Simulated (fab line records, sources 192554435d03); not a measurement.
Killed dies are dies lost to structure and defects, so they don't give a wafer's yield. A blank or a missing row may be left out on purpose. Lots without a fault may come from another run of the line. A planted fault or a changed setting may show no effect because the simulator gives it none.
Problem report in the 8D (eight disciplines) form, filled by code | flow n5_finfet | the parts of the form that need people (team, actions taken, sign-off) are left out

1. THE PROBLEM
raw_defect_count at N5_BEOL_M4_INSPECT_30 reads a mean of 958 on 1 wafer of 1 lot; wafers without a fault read 374 with a standard deviation of 97. That is +6.0 standard deviations from the usual mean.
The step: inspects for defects (brightfield).
First seen on wafer L296.2, day 10 03:21, on defect_inspect-01. The record holds 24 wafers of 8 lots with a number at this step. Rule for "out", or "out of limits": more than 4 standard deviations from the usual mean. The other wafers with a number count as sound.

2. WHAT IT IS AND WHAT IT IS NOT
question                    | is                | is not
which readings at this step | raw_defect_count  | -
which lots                  | L296              | L287, L288, L301, L303, L306, L307, L309
which wafers of those lots  | L296.2            | L296.1, L296.5
read on which gauges        | defect_inspect-01 | defect_inspect-02
when                        | from day 10 03:21 | up to then (8 sound wafers); but 15 sound wafers of L301, L303, L306, L307, L309 came after

3. SUSPECTS, AND WHAT RULES EACH OUT
Counting: a tool at a process step up to the reading stays a suspect if it ran every lot that is out. Sound lots after the first of them don't rule it out here, since some wafers of a struck lot are sound.
- the gauge at N5_BEOL_M4_INSPECT_30: ruled out. All the wafers that are out were read on defect_inspect-01, but those of them that N5_PASSIVATION_PROBE_49 has rows for are out there too, on other tools.
- rie_diel-05 at N5_BEOL_M4_ETCH_63 (etches SiARC in CF4, target depth 15.6 nm, time 26 s): kept. It ran the lot that is out, L296 (day 10 02:25); its last sound lot up to then is L288 (day 8 17:45).
- Within rie_diel-05 at N5_BEOL_M4_ETCH_63: the wafers that are out ran in chamber 3; their sound lot-mates ran in chambers 0, 1.
Left after counting: rie_diel-05 at N5_BEOL_M4_ETCH_63.

4. THE CAUSE (what the simulator had put in)
Chamber particle source: rie_diel-05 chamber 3, from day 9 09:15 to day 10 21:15, at N5_BEOL_M4_ETCH_63. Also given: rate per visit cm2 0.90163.
Counting left only this tool.

5. THE CHAIN OF EFFECTS, in route order
Each row: a reading whose mean over the struck wafers that have a number lies more than 3 standard deviations from the usual. Only readings for which the record gives a usual standard deviation are gone through. hours: the time from each lot's start at the first step in this table that gives one to its start at this step, as a median over the lots. sigmas: the change in usual standard deviations.
hours | step                    | reading              | usual  | on struck wafers | change | sigmas
0     | N5_BEOL_M4_INSPECT_30   | raw_defect_count     | 374    | 958              | +584   | +6.0
119   | N5_PASSIVATION_PROBE_49 | defect_limited_yield | 90.9 % | 81.4             | -9.5   | -6.3
119   | N5_PASSIVATION_PROBE_49 | killed_at_M4_up      | 14     | 132              | +118   | +23
119   | N5_PASSIVATION_PROBE_49 | killed_dies          | 108    | 220              | +112   | +6.2
119   | N5_PASSIVATION_PROBE_49 | sort_bin_5_function  | 5.4 %  | 12.4             | +7.0   | +7.0
119   | N5_PASSIVATION_PROBE_49 | sort_n_pass          | 1072   | 960              | -112   | -6.2
119   | N5_PASSIVATION_PROBE_49 | sort_yield_pct       | 90.9 % | 81.4             | -9.5   | -6.3
The process steps in it:
- N5_PASSIVATION_PROBE_49
Later measuring or inspecting steps at which every struck wafer that the step has a row for has a number for every such reading, and none has moved that far: N5_BEOL_M4_RC_MEAS_101.

6. WHAT WOULD HAVE CAUGHT IT SOONER
In this record the first reading out of limits at a measuring or inspecting step was taken at day 10 03:21, 18 hours after the fault began at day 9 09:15.
Of the tool readings at N5_BEOL_M4_ETCH_63 for which the record gives a usual standard deviation, none was out on any struck wafer, so an alarm limit of 4 standard deviations on them would not have fired.
All the lots that are out (1) had begun N5_BEOL_M4_ETCH_63 on rie_diel-05 by day 10 03:21. A hold on the tool at that time would have spared none of them.
